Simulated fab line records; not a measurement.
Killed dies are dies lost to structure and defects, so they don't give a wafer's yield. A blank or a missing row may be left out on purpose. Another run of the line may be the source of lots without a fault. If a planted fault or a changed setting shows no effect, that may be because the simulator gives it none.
Which tool did it? + flow n5 finfet + 60 wafers from 20 lots sampled at 6 of the route's 1938 steps

## WHAT THE GAUGES READ, wafer by wafer
The record holds no reading of a measuring or inspecting step that can be judged against a usual standard deviation.

## TOOL THAT RAN EACH LOT (tool first, then ch and the chambers of the sampled wafers, then the start)
| lot  | N5_BEOL_M0_SAQP_ETCH_88            | N5_BEOL_M0_SAQP_STRIP_75           | N5_BEOL_M0_TRENCH_ETCH_107         | N5_BEOL_M0_PRE_CLEAN_113     | N5_BEOL_M0_SPUTTER_116       | N5_BEOL_M0_ANNEAL_135        |
|------|------------------------------------|------------------------------------|------------------------------------|------------------------------|------------------------------|------------------------------|
| L077 | rie diel-06 ch 0,2,3, day 6 08:42  | rie diel-02 ch 0,2,3, day 6 09:38  | rie diel-05 ch 0,3, day 6 12:01    | pvd sputter-03, day 6 13:27  | pvd sputter-03, day 6 13:56  | pvd sputter-03, day 6 14:15  |
| L078 | rie diel-04 ch 1,2, day 6 20:12    | rie diel-04 ch 0,1,2, day 6 21:05  | rie diel-01 ch 1,2, day 6 22:30    | pvd sputter-01, day 6 23:01  | pvd sputter-03, day 6 23:55  | pvd sputter-03, day 7 00:14  |
| L079 | rie diel-04 ch 1,2,3, day 7 01:34  | rie diel-04 ch 0,2,3, day 7 02:32  | rie diel-05 ch 0,1,3, day 7 04:18  | pvd sputter-03, day 7 05:10  | pvd sputter-02, day 7 06:22  | pvd sputter-02, day 7 06:41  |
| L080 | rie diel-02 ch 2,3, day 7 04:17    | rie diel-04 ch 0,1,3, day 7 05:13  | rie diel-03 ch 0,1,2, day 7 14:25  | pvd sputter-01, day 7 15:14  | pvd sputter-01, day 7 17:26  | pvd sputter-01, day 7 17:46  |
| L081 | rie diel-04 ch 0,1, day 7 13:14    | rie diel-06 ch 1,2, day 7 14:46    | rie diel-01 ch 0,1,2, day 7 17:20  | pvd sputter-01, day 7 18:00  | pvd sputter-01, day 7 18:46  | pvd sputter-01, day 7 19:05  |
| L082 | rie diel-06 ch 0,2,3, day 7 18:32  | rie diel-02 ch 1,2,3, day 7 19:35  | rie diel-03 ch 2,3, day 7 23:21    | pvd sputter-01, day 8 00:59  | pvd sputter-02, day 8 02:13  | pvd sputter-02, day 8 02:32  |
| L083 | rie diel-06 ch 0,2, day 7 19:05    | rie diel-02 ch 1,3, day 7 19:59    | rie diel-01 ch 1,3, day 8 01:17    | pvd sputter-03, day 8 03:02  | pvd sputter-03, day 8 03:38  | pvd sputter-03, day 8 03:57  |
| L084 | rie diel-02 ch 1,3, day 8 08:22    | rie diel-06 ch 0,1, day 8 09:21    | rie diel-03 ch 0,3, day 8 11:24    | pvd sputter-03, day 8 12:10  | pvd sputter-02, day 8 12:46  | pvd sputter-02, day 8 13:05  |
| L085 | rie diel-06 ch 0,1, day 8 16:10    | rie diel-06 ch 0,3, day 8 17:03    | rie diel-03 ch 0,2,3, day 8 20:38  | pvd sputter-02, day 8 21:53  | pvd sputter-02, day 8 22:22  | pvd sputter-02, day 8 22:41  |
| L087 | rie diel-02 ch 0,1,2, day 8 22:29  | rie diel-02 ch 0,1,2, day 8 23:56  | rie diel-03 ch 0,1,2, day 9 04:16  | pvd sputter-01, day 9 05:05  | pvd sputter-03, day 9 05:46  | pvd sputter-03, day 9 06:05  |
| L086 | rie diel-06 ch 0,1,3, day 9 01:20  | rie diel-02 ch 0,1,2, day 9 02:12  | rie diel-01 ch 1,3, day 9 04:26    | pvd sputter-01, day 9 05:12  | pvd sputter-01, day 9 06:02  | pvd sputter-01, day 9 06:22  |
| L089 | rie diel-02 ch 0,2, day 9 12:15    | rie diel-06 ch 0,1,2, day 9 13:09  | rie diel-03 ch 1,2, day 9 15:56    | pvd sputter-03, day 9 16:49  | pvd sputter-01, day 9 18:01  | pvd sputter-01, day 9 18:20  |
| L090 | rie diel-02 ch 1,3, day 9 15:19    | rie diel-04 ch 1,2, day 9 16:15    | rie diel-01 ch 0,1, day 9 18:22    | pvd sputter-02, day 9 19:16  | pvd sputter-02, day 9 19:54  | pvd sputter-02, day 9 20:13  |
| L091 | rie diel-06 ch 0,1, day 9 23:08    | rie diel-02 ch 0,1, day 10 00:00   | rie diel-01 ch 0,1,3, day 10 05:42 | pvd sputter-03, day 10 06:28 | pvd sputter-03, day 10 07:13 | pvd sputter-03, day 10 07:32 |
| L092 | rie diel-04 ch 0,1,2, day 10 05:46 | rie diel-04 ch 0,1,3, day 10 06:45 | rie diel-03 ch 0,1,3, day 10 08:55 | pvd sputter-01, day 10 10:52 | pvd sputter-01, day 10 11:29 | pvd sputter-01, day 10 11:49 |
| L093 | rie diel-06 ch 0,2, day 10 12:04   | rie diel-06 ch 2,3, day 10 13:22   | rie diel-01 ch 1,3, day 10 16:47   | pvd sputter-02, day 10 17:45 | pvd sputter-01, day 10 18:35 | pvd sputter-01, day 10 18:56 |
| L094 | rie diel-04 ch 0,1,2, day 10 21:17 | rie diel-06 ch 0,1,2, day 10 22:11 | rie diel-03 ch 0,1,3, day 11 00:55 | pvd sputter-02, day 11 02:12 | pvd sputter-02, day 11 02:39 | pvd sputter-02, day 11 03:46 |
| L095 | rie diel-06 ch 0,2,3, day 10 22:40 | rie diel-04 ch 0,2,3, day 10 23:32 | rie diel-01 ch 0,1,2, day 11 01:38 | pvd sputter-01, day 11 02:24 | pvd sputter-03, day 11 04:40 | pvd sputter-03, day 11 04:59 |
| L096 | rie diel-06 ch 0,1,3, day 11 01:40 | rie diel-06 ch 1,2,3, day 11 03:41 | rie diel-05 ch 0,1,3, day 11 05:06 | pvd sputter-02, day 11 05:46 | pvd sputter-03, day 11 06:16 | pvd sputter-03, day 11 06:35 |
| L097 | rie diel-02 ch 0,2, day 11 15:22   | rie diel-02 ch 2,3, day 11 16:15   | rie diel-01 ch 0,2,3, day 11 18:17 | pvd sputter-01, day 11 19:05 | pvd sputter-03, day 11 19:45 | pvd sputter-03, day 11 20:04 |
- N5_BEOL_M0_SAQP_ETCH_88: etches underlayer in N2/H2, target depth 6.5 nm, time 5.2 s.
- N5_BEOL_M0_SAQP_STRIP_75: strips in CF4.
- N5_BEOL_M0_TRENCH_ETCH_107: etches SiOC in C4F6/O2, target depth 32.8 nm, time 16.4 s.
- N5_BEOL_M0_PRE_CLEAN_113: time 30 s.
- N5_BEOL_M0_SPUTTER_116: material Cu, target thk 4 nm, time 7.37 s.
- N5_BEOL_M0_ANNEAL_135: time 60 s.

## WHAT THE TOOLS THEMSELVES READ (means of the sampled wafers that have a number; where no wafer has one, the mark that the record gives instead)
N5_BEOL_M0_SAQP_ETCH_88.
| lot  | tool        | chamber pressure mTorr (mTorr) | drypump motor current A (A) | etch rf on time s (s) | oes product au (a.u.) | rf vpp V (V) | showerhead plenum p Torr (Torr) | throttle valve pct (%) |
|------|-------------|--------------------------------|-----------------------------|-----------------------|-----------------------|--------------|---------------------------------|------------------------|
| L077 | rie diel-06 | 29.99                          | 4.7                         | 5.17                  | 0.62                  | 522          | 2.49                            | 18.07                  |
| L078 | rie diel-04 | 29.97                          | 5.3                         | 5.19                  | 0.69                  | 524          | 2.57                            | 17.87                  |
| L079 | rie diel-04 | 29.99                          | 5.5                         | 5.18                  | 0.68                  | 525          | 2.59                            | 17.95                  |
| L080 | rie diel-02 | 30.00                          | 5.6                         | 5.12                  | 0.61                  | 526          | 2.63                            | 18.21                  |
| L081 | rie diel-04 | 30.00                          | 5.5                         | 5.23                  | 0.70                  | 524          | 2.57                            | 17.80                  |
| L082 | rie diel-06 | 30.01                          | 4.8                         | 5.14                  | 0.61                  | 523          | 2.49                            | 18.09                  |
| L083 | rie diel-06 | 30.01                          | 4.7                         | 5.10                  | 0.60                  | 519          | 2.41                            | 18.16                  |
| L084 | rie diel-02 | 29.98                          | 5.9                         | 5.20                  | 0.59                  | 524          | 2.54                            | 18.09                  |
| L085 | rie diel-06 | 29.95                          | 5.1                         | 5.13                  | 0.67                  | 520          | 2.44                            | 17.84                  |
| L087 | rie diel-02 | 30.02                          | 5.8                         | 5.15                  | 0.67                  | 524          | 2.58                            | 17.73                  |
| L086 | rie diel-06 | 29.99                          | 5.1                         | 5.13                  | 0.66                  | 523          | 2.51                            | 17.86                  |
| L089 | rie diel-02 | 30.00                          | 5.6                         | 5.12                  | 0.67                  | 527          | 2.65                            | 17.97                  |
| L090 | rie diel-02 | 29.97                          | 5.9                         | 5.22                  | 0.77                  | 524          | 2.54                            | 17.77                  |
| L091 | rie diel-06 | 29.96                          | 5.1                         | 5.08                  | 0.67                  | 520          | 2.43                            | 17.85                  |
| L092 | rie diel-04 | 30.00                          | 5.4                         | 5.08                  | 0.71                  | 525          | 2.58                            | 17.71                  |
| L093 | rie diel-06 | 30.00                          | 4.7                         | 5.10                  | 0.73                  | 527          | 2.61                            | 17.95                  |
| L094 | rie diel-04 | 29.99                          | 5.4                         | 5.08                  | 0.71                  | 525          | 2.57                            | 17.72                  |
| L095 | rie diel-06 | 30.00                          | 4.8                         | 5.08                  | 0.67                  | 525          | 2.58                            | 18.01                  |
| L096 | rie diel-06 | 30.02                          | 5.1                         | 5.09                  | 0.65                  | 525          | 2.50                            | 17.88                  |
| L097 | rie diel-02 | 29.97                          | 5.7                         | 5.11                  | 0.70                  | 527          | 2.67                            | 17.83                  |

N5_BEOL_M0_SAQP_STRIP_75.
| lot  | tool        | cf4 flow sccm (sccm) | chamber pressure mTorr (mTorr) | drypump motor current A (A) | oes product au (a.u.) | rf vpp V (V) | showerhead plenum p Torr (Torr) | throttle valve pct (%) |
|------|-------------|----------------------|--------------------------------|-----------------------------|-----------------------|--------------|---------------------------------|------------------------|
| L077 | rie diel-02 | 149.7                | 50.03                          | 5.7                         | 0.161                 | 271.3        | 1.80                            | 13.86                  |
| L078 | rie diel-04 | 150.0                | 50.02                          | 5.4                         | 0.197                 | 271.7        | 1.82                            | 13.30                  |
| L079 | rie diel-04 | 150.6                | 50.02                          | 5.5                         | 0.196                 | 271.6        | 1.83                            | 13.47                  |
| L080 | rie diel-04 | 150.3                | 50.00                          | 5.6                         | 0.188                 | 271.2        | 1.83                            | 13.61                  |
| L081 | rie diel-06 | 150.0                | 50.04                          | 5.1                         | 0.173                 | 269.9        | 1.72                            | 13.75                  |
| L082 | rie diel-02 | 150.0                | 49.99                          | 5.8                         | 0.160                 | 271.1        | 1.79                            | 13.76                  |
| L083 | rie diel-02 | 149.7                | 49.99                          | 5.9                         | 0.160                 | 271.1        | 1.78                            | 13.77                  |
| L084 | rie diel-06 | 150.5                | 50.01                          | 5.5                         | 0.194                 | 270.2        | 1.75                            | 13.52                  |
| L085 | rie diel-06 | 150.0                | 50.00                          | 4.8                         | 0.168                 | 269.9        | 1.76                            | 13.81                  |
| L087 | rie diel-02 | 150.3                | 49.96                          | 5.8                         | 0.175                 | 270.8        | 1.82                            | 13.59                  |
| L086 | rie diel-02 | 150.1                | 50.02                          | 5.8                         | 0.176                 | 271.2        | 1.82                            | 13.59                  |
| L089 | rie diel-06 | 150.1                | 49.96                          | 5.1                         | 0.199                 | 271.0        | 1.80                            | 13.56                  |
| L090 | rie diel-04 | 150.5                | 49.98                          | 5.3                         | 0.180                 | 271.3        | 1.81                            | 13.47                  |
| L091 | rie diel-02 | 149.7                | 49.98                          | 5.9                         | 0.196                 | 271.9        | 1.84                            | 13.42                  |
| L092 | rie diel-04 | 149.9                | 49.98                          | 5.6                         | 0.183                 | 271.7        | 1.82                            | 13.66                  |
| L093 | rie diel-06 | 150.0                | 49.98                          | 4.7                         | 0.194                 | 273.0        | 1.89                            | 13.54                  |
| L094 | rie diel-06 | 150.2                | 49.99                          | 5.1                         | 0.192                 | 270.8        | 1.79                            | 13.59                  |
| L095 | rie diel-04 | 150.3                | 49.99                          | 5.5                         | 0.188                 | 271.9        | 1.83                            | 13.53                  |
| L096 | rie diel-06 | 150.0                | 50.05                          | 5.1                         | 0.189                 | 271.6        | 1.83                            | 13.54                  |
| L097 | rie diel-02 | 150.5                | 50.01                          | 5.6                         | 0.180                 | 272.5        | 1.84                            | 13.77                  |

N5_BEOL_M0_TRENCH_ETCH_107.
| lot  | tool        | chamber pressure mTorr (mTorr) | drypump motor current A (A) | mfc ar sccm (sccm) | oes product au (a.u.) | rf vpp V (V) | showerhead plenum p Torr (Torr) | throttle valve pct (%) |
|------|-------------|--------------------------------|-----------------------------|--------------------|-----------------------|--------------|---------------------------------|------------------------|
| L077 | rie diel-05 | 29.994                         | 5.8                         | 298.4              | 0.74                  | 677          | 2.87                            | 21.14                  |
| L078 | rie diel-01 | 30.001                         | 5.8                         | 299.6              | 0.70                  | 661          | 2.80                            | 20.98                  |
| L079 | rie diel-05 | 29.996                         | 5.8                         | 299.6              | 0.73                  | 682          | 2.86                            | 21.03                  |
| L080 | rie diel-03 | 30.009                         | 5.5                         | 299.6              | 0.79                  | 673          | 2.89                            | 20.65                  |
| L081 | rie diel-01 | 30.038                         | 5.8                         | 300.5              | 0.78                  | 661          | 2.81                            | 20.83                  |
| L082 | rie diel-03 | 29.999                         | 5.2                         | 300.0              | 0.76                  | 658          | 2.80                            | 20.57                  |
| L083 | rie diel-01 | 29.993                         | 5.6                         | 300.6              | 0.71                  | 657          | 2.83                            | 21.00                  |
| L084 | rie diel-03 | 29.991                         | 5.7                         | 301.2              | 0.79                  | 652          | 2.81                            | 20.46                  |
| L085 | rie diel-03 | 29.983                         | 5.5                         | 300.6              | 0.76                  | 662          | 2.84                            | 20.59                  |
| L087 | rie diel-03 | 30.009                         | 5.5                         | 300.9              | 0.77                  | 673          | 2.88                            | 20.67                  |
| L086 | rie diel-01 | 30.009                         | 5.7                         | 299.4              | 0.69                  | 665          | 2.83                            | 20.76                  |
| L089 | rie diel-03 | 29.995                         | 5.2                         | 299.3              | 0.76                  | 669          | 2.84                            | 20.68                  |
| L090 | rie diel-01 | 29.994                         | 5.9                         | 299.6              | 0.84                  | 661          | 2.80                            | 20.69                  |
| L091 | rie diel-01 | 29.953                         | 5.7                         | 300.0              | 0.75                  | 659          | 2.81                            | 20.86                  |
| L092 | rie diel-03 | 29.987                         | 5.7                         | 299.9              | 0.78                  | 665          | 2.84                            | 20.58                  |
| L093 | rie diel-01 | 29.981                         | 5.7                         | 298.8              | 0.69                  | 665          | 2.82                            | 20.79                  |
| L094 | rie diel-03 | 30.028                         | 5.7                         | 299.9              | 0.77                  | 665          | 2.84                            | 20.59                  |
| L095 | rie diel-01 | 29.999                         | 5.8                         | 301.1              | 0.83                  | 661          | 2.79                            | 20.73                  |
| L096 | rie diel-05 | 30.001                         | 5.8                         | 299.7              | 0.81                  | 685          | 2.96                            | 20.95                  |
| L097 | rie diel-01 | 30.023                         | 5.7                         | 300.2              | 0.82                  | 652          | 2.80                            | 21.00                  |

N5_BEOL_M0_PRE_CLEAN_113.
| lot  | tool           | heater power w (W) | susceptor temp C (C) |
|------|----------------|--------------------|----------------------|
| L077 | pvd sputter-03 | 338                | 249.92               |
| L078 | pvd sputter-01 | 318                | 250.15               |
| L079 | pvd sputter-03 | 354                | 249.92               |
| L080 | pvd sputter-01 | 338                | 250.15               |
| L081 | pvd sputter-01 | 358                | 249.97               |
| L082 | pvd sputter-01 | 299                | 249.79               |
| L083 | pvd sputter-03 | 354                | 249.88               |
| L084 | pvd sputter-03 | 359                | 249.86               |
| L085 | pvd sputter-02 | 346                | 249.96               |
| L087 | pvd sputter-01 | 381                | 250.01               |
| L086 | pvd sputter-01 | 363                | 249.80               |
| L089 | pvd sputter-03 | 356                | 249.84               |
| L090 | pvd sputter-02 | 338                | 249.84               |
| L091 | pvd sputter-03 | 351                | 250.10               |
| L092 | pvd sputter-01 | 343                | 249.88               |
| L093 | pvd sputter-02 | 354                | 250.05               |
| L094 | pvd sputter-02 | 313                | 249.98               |
| L095 | pvd sputter-01 | 332                | 249.75               |
| L096 | pvd sputter-02 | 321                | 249.81               |
| L097 | pvd sputter-01 | 312                | 250.00               |

N5_BEOL_M0_SPUTTER_116.
| lot  | tool           | chamber pressure pa (Pa) | susceptor temp C (C) | throttle valve pct (%) |
|------|----------------|--------------------------|----------------------|------------------------|
| L077 | pvd sputter-03 | 0.07                     | -20.05               | 29.6                   |
| L078 | pvd sputter-03 | 0.07                     | -20.06               | 30.0                   |
| L079 | pvd sputter-02 | 0.07                     | -20.08               | 30.3                   |
| L080 | pvd sputter-01 | 0.07                     | -19.94               | 29.8                   |
| L081 | pvd sputter-01 | 0.07                     | -20.15               | 30.9                   |
| L082 | pvd sputter-02 | 0.07                     | -20.09               | 30.6                   |
| L083 | pvd sputter-03 | 0.07                     | -20.06               | 29.5                   |
| L084 | pvd sputter-02 | 0.07                     | -20.07               | 30.5                   |
| L085 | pvd sputter-02 | 0.07                     | -19.98               | 30.3                   |
| L087 | pvd sputter-03 | 0.07                     | -20.03               | 29.3                   |
| L086 | pvd sputter-01 | 0.07                     | -19.96               | 31.8                   |
| L089 | pvd sputter-01 | 0.07                     | -19.94               | 30.2                   |
| L090 | pvd sputter-02 | 0.07                     | -20.07               | 29.8                   |
| L091 | pvd sputter-03 | 0.07                     | -19.94               | 30.2                   |
| L092 | pvd sputter-01 | 0.07                     | -19.95               | 29.6                   |
| L093 | pvd sputter-01 | 0.07                     | -20.10               | 29.4                   |
| L094 | pvd sputter-02 | 0.07                     | -20.14               | 30.7                   |
| L095 | pvd sputter-03 | 0.07                     | -20.09               | 29.9                   |
| L096 | pvd sputter-03 | 0.07                     | -19.89               | 30.1                   |
| L097 | pvd sputter-03 | 0.07                     | -20.08               | 29.9                   |

N5_BEOL_M0_ANNEAL_135.
| lot  | tool           | heater power w (W) | susceptor temp C (C) |
|------|----------------|--------------------|----------------------|
| L077 | pvd sputter-03 | 887                | 400.18               |
| L078 | pvd sputter-03 | 844                | 400.07               |
| L079 | pvd sputter-02 | 876                | 400.18               |
| L080 | pvd sputter-01 | 817                | 400.03               |
| L081 | pvd sputter-01 | 862                | 400.07               |
| L082 | pvd sputter-02 | 792                | 400.34               |
| L083 | pvd sputter-03 | 882                | 399.72               |
| L084 | pvd sputter-02 | 916                | 399.94               |
| L085 | pvd sputter-02 | 873                | 400.17               |
| L087 | pvd sputter-03 | 925                | 400.22               |
| L086 | pvd sputter-01 | 779                | 399.96               |
| L089 | pvd sputter-01 | 816                | 400.23               |
| L090 | pvd sputter-02 | 842                | 400.11               |
| L091 | pvd sputter-03 | 832                | 400.07               |
| L092 | pvd sputter-01 | 912                | 400.02               |
| L093 | pvd sputter-01 | 845                | 400.21               |
| L094 | pvd sputter-02 | 790                | 400.06               |
| L095 | pvd sputter-03 | 848                | 400.06               |
| L096 | pvd sputter-03 | 845                | 399.80               |
| L097 | pvd sputter-03 | 845                | 399.92               |

## THE ANSWER, worked out from the rows above alone
Rule: usual is defined by the lots themselves. Put in order of their means at a reading, lots are off if they are a third of the lots or fewer, leave a main group of 4 or more, and stand apart from it by a gap of 3 or more times the standard deviation of the main group's means; of several such gaps the widest counts. A main group is skipped when, at the precision printed for the reading in the tables above, its means are all equal. A lot without any number at a reading at which 4 lots or more have one is off too. All remaining lots with rows at the step are treated as sound. After the gauges, taken in route order, come the tools' own readings; for these a lot's mean is taken, as printed above. At the first step where some lot is off, the reading lying furthest off is the one used; lots without a number count as furthest.
Nothing can be told from this: no lot is off at any reading shown.

## WHAT THE SIMULATOR PUT IN
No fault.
